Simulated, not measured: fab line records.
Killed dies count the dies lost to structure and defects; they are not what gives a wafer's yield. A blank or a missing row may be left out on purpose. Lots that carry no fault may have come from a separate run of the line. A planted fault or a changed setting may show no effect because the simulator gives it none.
fab line records	flow nandHarc
record lots=13	wafers=39	lastDay=35
route steps=1302 shown A_CONTACT@1066
lots that met no fault: taken from a fault-free run of the same line
startH: hours from the record's first day to the start of the lot's first wafer shown	waitH: how many hours have passed since the lot's step before this one	" as in the row above	L1.1+2: a single row standing in for several wafers	- either no value or no given start	* or withheld: withheld	< > ~ a bound
route shown NAME@n: a module of which the file shows steps, and the number in the route of the first	usual: the fault-free wafers' mean and standard deviation	same: alike in all rows	chamber/n: place in a boat	sites: readings site by site	_std_site: the standard deviation of these	_edge_site: inner sites' mean taken away from outer sites' mean	radiusMm: for every site, how far away it sits from the centre of the wafer	mask NAME#n: copy n	behind: the most recent tool/chamber to have shaped the wafer	hold: the reason the lot was held/the length of the hold in hours/how it ended	device: transistor that didn't switch, given as n, p or np	end of line: the tests these same wafers got at the end of their route	a step with no rows: only its recipe	killed: not the wafer's yield, but the dies lost to structure and defects at the first sort	map: dies across one wafer; x = killed, . = not, _ = none there
set.NAME: the run value of the setting; set.NAME@STEP: its run value at that earlier step	model.NAME: the simulator's own value behind a step, which no gauge read
one table for each step of the route and one row for each wafer, over a sample of lots
services: when a tool's chamber went out of use (startH, in hours from the record's first day, below 0 if earlier), for how many hours, and the reason
## steps
# step NHARC_A_CONTACT_DEP_84
# recipe targetThkA=28000	tempC=400	material=aC
# usual throttleValvePct=34.999/0.0093
lot.wafer	tool	chamber	startH	waitH	throttleValvePct
L217.2	aclDep-02	0	514.80	-	35.010
L217.3	"	0	"	"	35.009
L217.6	"	0	"	"	34.996
L222.1	aclDep-02	0	531.38	-	35.002
L222.2	"	0	"	"	34.992
L222.4	"	0	"	"	34.998
L223.4	aclDep-03	0	555.55	-	34.999
L223.5	"	0	"	"	34.984
L223.6	"	0	"	"	34.997
L225.1	aclDep-02	0	567.99	-	34.993
L225.2	"	0	"	"	34.993
L225.4	"	0	"	"	34.992
L231.1	aclDep-01	0	649.99	-	34.992
L231.4	"	0	"	"	34.993
L231.5	"	0	"	"	35.013
L232.1	aclDep-02	0	651.12	-	35.002
L232.2	"	0	"	"	35.001
L232.3	"	0	"	"	35.017
L233.1	aclDep-01	0	670.22	-	34.990
L233.5	"	0	671.37	-	34.998
L233.6	"	0	"	"	34.992
L234.3	aclDep-01	0	683.57	-	34.997
L234.4	"	0	"	"	34.990
L234.6	"	0	"	"	35.009
L235.1	aclDep-01	0	692.32	-	34.997
L235.3	"	0	"	"	34.997
L235.6	"	0	"	"	35.007
L237.4	aclDep-02	0	699.28	-	35.010
L237.5	"	0	"	"	35.006
L237.6	"	0	"	"	34.993
L236.3	aclDep-02	0	700.70	-	34.988
L236.5	"	0	"	"	35.005
L236.6	"	0	"	"	34.997
L238.1	aclDep-03	0	751.03	-	34.998
L238.2	"	0	"	"	35.000
L238.5	"	0	"	"	34.992
L240.2	aclDep-01	0	763.33	-	35.002
L240.3	"	0	"	"	34.998
L240.5	"	0	"	"	35.006
# step NHARC_A_CONTACT_DEP_85
# recipe targetThkA=600	targetThkNm=60	tempC=400	pressureTorr=3.5	flowSccm=200	rfW=350	material=SiON
# usual heaterPowerW=763/110
lot.wafer	tool	chamber	startH	waitH	heaterPowerW
L217.3	pecvd-04	0	516.27	0.9	748
L217.2	"	2	"	"	811
L217.6	"	0	"	"	763
L222.1	pecvd-03	1	533.16	1.5	740
L222.2	"	2	"	"	650
L222.4	"	1	"	"	800
L223.4	pecvd-04	0	556.53	0.7	757
L223.6	"	1	"	"	839
L223.5	"	2	"	"	920
L225.1	pecvd-01	1	569.74	1.5	787
L225.2	"	2	"	"	698
L225.4	"	2	"	"	708
L231.1	pecvd-04	0	651.74	1.5	971
L231.5	"	1	"	"	722
L231.4	"	2	"	"	918
L232.2	pecvd-01	0	652.87	1.2	895
L232.3	"	1	"	"	829
L232.1	"	2	"	"	601
L233.1	pecvd-04	0	671.97	1.5	813
L233.5	"	1	"	"	747
L233.6	"	2	"	"	902
L234.3	pecvd-03	0	684.77	0.9	690
L234.4	"	2	"	"	649
L234.6	"	0	"	"	706
L235.1	pecvd-01	2	694.07	1.5	696
L235.3	"	1	"	"	760
L235.6	"	2	"	"	710
L237.5	pecvd-03	2	700.24	0.4	571
L237.6	"	0	"	"	712
L237.4	"	1	"	"	758
L236.3	pecvd-01	0	701.87	0.9	955
L236.5	"	0	"	"	975
L236.6	"	1	"	"	743
L238.2	pecvd-03	2	752.77	1.2	638
L238.1	"	1	"	"	680
L238.5	"	0	"	"	730
L240.2	pecvd-03	0	764.83	1.2	664
L240.3	"	2	"	"	599
L240.5	"	0	"	"	679
# step NHARC_A_CONTACT_ETCH_137
# recipe sourceW=withheld	pressureMtorr=20	biasV=1200	timeS=311	targetDepthA=19120	arFlowSccm=withheld	c4f8FlowSccm=withheld	o2FlowSccm=withheld	chemistry=C4F8/O2/Ar
# usual runLengthS=311/0
lot.wafer	tool	chamber	startH	waitH	rfHoursCounterH	runLengthS
L217.2	harCapEtch-03	0	518.92	0.2	48	311
L217.3	"	1	"	"	-	311
L217.6	"	1	"	"	-	311
L222.1	harCapEtch-03	1	536.13	0.2	53	311
L222.2	"	0	"	"	53	311
L222.4	"	0	"	"	-	311
L223.4	harCapEtch-03	0	559.39	0.2	-	311
L223.5	"	0	"	"	-	311
L223.6	"	1	"	"	-	348.66
L225.1	harCapEtch-03	1	572.50	0.2	57	348.66
L225.2	"	0	"	"	57	311
L225.4	"	1	"	"	-	311
L231.1	harCapEtch-02	0	654.55	0.2	110	311
L231.4	"	1	"	"	-	311
L231.5	"	1	"	"	-	311
L232.2	harCapEtch-03	1	655.52	0.2	71	311
L232.1	"	0	"	"	71	311
L232.3	"	1	"	"	-	311
L233.1	harCapEtch-03	0	674.66	0.2	74	311
L233.6	"	1	"	"	-	311
L233.5	"	0	"	"	-	311
L234.3	harCapEtch-01	0	687.49	0.2	-	311
L234.4	"	1	"	"	-	311
L234.6	"	0	"	"	-	311
L235.1	harCapEtch-01	0	696.89	0.2	36	311
L235.3	"	0	"	"	-	311
L235.6	"	1	"	"	-	311
L237.4	harCapEtch-03	0	703.05	0.3	-	311
L237.5	"	0	"	"	-	311
L237.6	"	1	"	"	-	311
L236.3	harCapEtch-02	1	704.83	0.2	-	311
L236.6	"	1	"	"	-	311
L236.5	"	0	"	"	-	311
L238.2	harCapEtch-03	0	755.42	0.2	88	311
L238.1	"	1	"	"	88	311
L238.5	"	0	"	"	-	311
L240.2	harCapEtch-03	0	768.38	0.2	93	311
L240.3	"	1	"	"	-	311
L240.5	"	0	"	"	-	311
# step NHARC_A_CONTACT_ETCH_110
# recipe targetDepthA=600	overetchA=60	timeS=33	ionEnergyEv=100	cf4FlowSccm=80	o2FlowSccm=20	arFlowSccm=0	rfW=300	biasW=100	chemistry=CF4/O2
# usual drypumpMotorCurrentA=5.7/0.54	oesProductAu=1.003/0.0079	rfVppV=197.4/1.3	runLengthS=54.2/0.48	showerheadPlenumPTorr=1.32/0.053	throttleValvePct=13.398/0.0084
lot.wafer	tool	chamber	startH	waitH	drypumpMotorCurrentA	oesProductAu	rfHoursCounterH	rfVppV	runLengthS	showerheadPlenumPTorr	throttleValvePct
L217.3	rieDiel-01	2	520.54	0.1	5.8	1.014	24	199.0	55.0	1.38	13.401
L217.2	"	0	"	"	6.5	1.013	26	199.4	53.7	1.33	13.392
L217.6	"	2	"	"	5.8	1.010	-	198.6	54.9	1.38	13.377
L222.4	rieDiel-07	0	538.20	0.1	6.5	0.998	18	197.7	53.9	1.40	13.400
L222.2	"	1	"	"	5.7	0.997	15	197.1	54.8	1.30	13.399
L222.1	"	2	"	"	5.9	0.988	17	197.1	54.4	1.31	13.412
L223.4	rieDiel-04	3	560.92	0.1	6.1	1.004	5	198.1	53.9	1.35	13.384
L223.5	"	2	"	"	5.7	0.996	-	197.5	54.3	1.29	13.388
L223.6	"	3	"	"	6.2	1.007	-	199.3	54.4	1.35	13.392
L225.4	rieDiel-01	0	574.14	0.1	6.5	1.012	1	198.5	54.0	1.33	13.388
L225.1	"	1	"	"	5.3	0.999	1	198.9	54.4	1.35	13.394
L225.2	"	3	"	"	5.5	1.012	1	196.8	53.7	1.27	13.412
L231.4	rieDiel-01	3	656.17	0.1	5.5	1.016	14	196.0	53.3	1.26	13.405
L231.1	"	1	"	"	5.3	0.992	9	196.7	54.2	1.35	13.397
L231.5	"	3	"	"	5.5	1.006	-	196.8	53.7	1.26	13.403
L232.1	rieDiel-01	2	657.14	0.1	5.9	0.992	13	198.8	54.7	1.38	13.391
L232.2	"	3	"	"	5.5	1.007	14	195.7	53.8	1.26	13.400
L232.3	"	1	"	"	5.3	0.985	9	198.8	54.4	1.35	13.406
L233.1	rieDiel-01	0	676.23	0.1	6.5	1.004	18	196.8	54.2	1.32	13.397
L233.5	"	3	"	"	5.5	1.011	-	195.4	53.3	1.26	13.402
L233.6	"	0	"	"	6.5	1.015	-	196.5	53.6	1.32	13.395
L234.4	rieDiel-04	2	689.02	0.1	5.8	0.995	45	196.5	54.4	1.28	13.395
L234.3	"	3	"	"	6.2	0.997	55	199.2	54.4	1.34	13.401
L234.6	"	0	"	"	4.6	1.009	-	200.3	54.0	1.41	13.380
L235.1	rieDiel-01	1	698.46	0.1	5.3	0.993	15	199.1	54.1	1.35	13.392
L235.3	"	3	"	"	5.5	1.007	23	196.0	53.5	1.26	13.411
L235.6	"	1	"	"	5.3	1.006	-	198.1	54.1	1.35	13.393
L237.4	rieDiel-04	1	704.86	0.1	4.9	1.008	-	195.2	55.0	1.23	13.404
L237.6	"	2	"	"	5.7	0.994	-	196.4	54.4	1.28	13.408
L237.5	"	3	"	"	6.2	0.989	-	196.9	54.2	1.34	13.407
L236.3	rieDiel-04	1	706.38	0.1	5.0	1.002	54	194.5	54.2	1.23	13.414
L236.5	"	3	"	"	6.2	0.999	-	197.3	54.4	1.34	13.403
L236.6	"	2	"	"	5.8	1.011	-	197.2	54.5	1.28	13.403
L238.1	rieDiel-01	0	757.03	0.1	6.5	0.992	2	197.8	53.7	1.32	13.404
L238.2	"	3	"	"	5.5	0.998	2	197.9	53.9	1.26	13.397
L238.5	"	1	"	"	5.2	0.995	-	196.4	54.3	1.35	13.397
L240.3	rieDiel-01	2	770.07	0.1	5.9	1.014	5	199.4	54.7	1.38	13.407
L240.2	"	3	"	"	5.5	1.011	6	195.9	53.9	1.26	13.397
L240.5	"	2	"	"	5.8	1.010	-	198.7	54.8	1.38	13.394
## services
tool	chamber	startH	hours	kind
pecvd-01	-	492.25	13.0	pm
rieDiel-04	1	492.65	4.0	repair
pecvd-01	-	522.38	0.6	repair
rieDiel-04	-	532.41	9.0	pm
pecvd-03	-	548.02	13.0	pm
aclDep-01	-	557.11	13.0	pm
rieDiel-01	-	558.11	9.0	pm
rieDiel-01	3	601.55	3.7	repair
rieDiel-01	1	604.61	18.3	repair
aclDep-02	-	607.53	13.0	pm
pecvd-01	1	620.90	18.4	repair
pecvd-04	-	631.68	13.0	pm
rieDiel-04	1	655.38	4.3	repair
pecvd-03	1	655.94	8.7	repair
rieDiel-04	2	669.20	17.9	repair
pecvd-04	-	669.56	1.6	repair
pecvd-01	-	673.25	13.0	pm
rieDiel-04	0	703.71	5.1	repair
rieDiel-04	-	709.41	9.0	pm
pecvd-03	-	724.37	0.6	repair
pecvd-03	-	729.02	13.0	pm
rieDiel-01	-	735.11	9.0	pm
aclDep-01	-	738.11	13.0	pm
rieDiel-01	-	753.80	0.9	repair
## key
firstSign step=NHARC_A_CONTACT_ETCH_137	reading=runLengthS	direction=up	sigmas=99+	usual=*	struck=*
effect none on later readings
metAt NHARC_A_CONTACT_ETCH_137
struckLots L223,L225
struckWafers L223.6,L225.1
testerLeftOut L223,L225
notActingAt NHARC_A_CONTACT_DEP_84,NHARC_A_CONTACT_DEP_85,NHARC_A_CONTACT_ETCH_110
onsetBetween 536.13 559.39
fault kind=processParameterDrift	tool=harCapEtch-03	chamber=-	onsetH=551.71	steps=NHARC_A_CONTACT_ETCH_137	channel=timeS	offset=*	shape=step	endH=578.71	scope=struckWafersOnly	actsIn=*	stated=*
# testerLeftOut: of these lots the tester's yield and bins aren't shown, on N5 and GAA mostly nor the transistor test; their killed dies are dies lost to structure and defects alone, not to doping, threshold or leakage, so they don't give the yield
